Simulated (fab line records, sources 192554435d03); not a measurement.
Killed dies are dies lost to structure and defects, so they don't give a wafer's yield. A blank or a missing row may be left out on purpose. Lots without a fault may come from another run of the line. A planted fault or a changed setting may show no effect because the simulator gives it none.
A struck lot beside a sound one | flow n5_finfet | 15 steps out of a route of 1938
Sound: wafers L641.1, L641.2, L641.5. Struck: wafer L638.1. (L638.3 of the same lot was not struck and is left out.) The cause comes at the end.
At each step with rows: each side's tool, then ch and its chambers, then its first start. Under that, the readings that differ: sound wafers | struck wafers | difference of the means | sigmas: that difference in standard deviations of wafers without a fault.
alike: readings whose means differ by less than 2 such deviations, and words and numbers that are the same on both sides. not compared: withheld readings, readings that some wafer has no value for, bounds like >300 that may hide the same value, and numbers for which the record gives no deviation and whose values overlap.
The two part at a step that has a row with sigmas, a row that says differs or no value, or rows on one side only. Numbers that don't overlap but have no deviation are shown without sigmas and don't part them. A reading that every wafer of one side lacks parts them only if that side has two wafers or more.

first, 3 steps without rows for these wafers: N5_BEOL_M7_EXPOSE_25 (exposes mask V6, target cd 40 nm); N5_BEOL_M7_PEB_26 (peb time 60 s); N5_BEOL_M7_DEVELOP_27 (develop time 30 s).
N5_BEOL_M7_CD_MEAS_28: target cd 40 nm.
  sound on cd_sem-01 ch 0, day 16 04:13; struck on cd_sem-01 ch 0, day 15 00:34
  reading    | sound             | struck | difference | sigmas
  cd_nm (nm) | 40.27 40.06 40.31 | 39.75  | -0.46      | -2
N5_BEOL_M7_OVL_MEAS_29:
  sound on overlay-01 ch 0, day 16 04:15; struck on overlay-01 ch 0, day 15 00:36
  alike: V6_OVL
N5_BEOL_M7_INSPECT_30: inspects for defects (brightfield).
  sound on defect_inspect-02, day 16 04:19; struck on defect_inspect-01, day 15 00:40
  alike: raw_defect_count
N5_BEOL_M7_DESCUM_33: chemistry O2, time 7 s.
  sound on rie_diel-06 ch 0,3, day 16 04:21; struck on rie_diel-04 ch 3, day 15 00:46
  reading                         | sound          | struck | difference | sigmas
  showerhead_plenum_p_Torr (Torr) | 2.08 2.08 2.08 | 1.91   | -0.17      | -2
  alike: drypump_motor_current_A, oes_product_au, rf_vpp_V, throttle_valve_pct
  not compared: rf_hours_counter_h
N5_BEOL_M7_ETCH_72: etches underlayer in N2/H2, target depth 6.5 nm, time 5.2 s.
  sound on rie_diel-06 ch 0,3, day 16 04:23; struck on rie_diel-04 ch 3, day 15 00:48
  reading      | sound       | struck | difference | sigmas
  rf_vpp_V (V) | 524 525 523 | 517    | -7         | -2
  alike: bias_w, drypump_motor_current_A, etch_rf_on_time_s, oes_product_au, showerhead_plenum_p_Torr, throttle_valve_pct
  not compared: rf_hours_counter_h
N5_BEOL_M7_ETCH_65: etches SiARC in CF4, target depth 15.6 nm, time 26 s.
  sound on rie_diel-06 ch 0,3, day 16 04:24; struck on rie_diel-04 ch 3, day 15 00:49
  alike: bias_w, cf4_flow_sccm, drypump_motor_current_A, etch_rf_on_time_s, oes_product_au, rf_vpp_V, showerhead_plenum_p_Torr, throttle_valve_pct
  not compared: rf_hours_counter_h
N5_BEOL_M7_ETCH_66: etches SOC in N2/H2, target depth 80 nm, overetch 16 nm, time 120 s.
  sound on rie_diel-06 ch 0,3, day 16 04:26; struck on rie_diel-04 ch 3, day 15 00:51
  alike: bias_w, drypump_motor_current_A, oes_product_au, rf_vpp_V, run_length_s, showerhead_plenum_p_Torr, throttle_valve_pct
  not compared: rf_hours_counter_h
then, 2 steps without rows for these wafers: N5_BEOL_M7_STRIP_69 (strips in N2/H2); N5_BEOL_M7_STRIP_73 (strips in N2/H2).
N5_BEOL_M7_VIA_ETCH_34: etches SiCOH lowk in C4F6/O2, target depth 125.5 nm, time 50.5 s.
  sound on rie_diel-06 ch 0,3, day 16 04:32; struck on rie_diel-04 ch 3, day 15 00:57
  reading                                  | sound             | struck | difference | sigmas
  rf_vpp_V (V)                             | 668 682 667       | 657    | -15        | -2
  run_length_s (s)                         | 74.0 73.7 74.1    | 90.3   | +16.4      | +34
  showerhead_plenum_p_Torr (Torr)          | 2.84 2.82 2.84    | 2.61   | -0.22      | -2
  model.etch.depth_nm (nm)                 | 124.9 125.8 124.1 | 166.1  | +41.2      |
  model.SOC_of_BEOL_M7_COAT_63.thk_nm (nm) | 54.2 54 54.2      | 52     | -2         |
  model.BEOL_M7.cd_nm (nm)                 | 40.2 40.4 40.2    | 40.6   | +0.3       |
  alike: bias_w, drypump_motor_current_A, oes_o_777_au, oes_product_au, throttle_valve_pct
  not compared: rf_hours_counter_h
then, 2 steps without rows for these wafers: N5_BEOL_M7_STRIP_76 (strips in C4F6/O2); N5_PASSIVATION_PROBE_49.

WHERE THEY PART
First at N5_BEOL_M7_CD_MEAS_28; last, within this record, at N5_BEOL_M7_VIA_ETCH_34.

WHY: what the simulator had put in
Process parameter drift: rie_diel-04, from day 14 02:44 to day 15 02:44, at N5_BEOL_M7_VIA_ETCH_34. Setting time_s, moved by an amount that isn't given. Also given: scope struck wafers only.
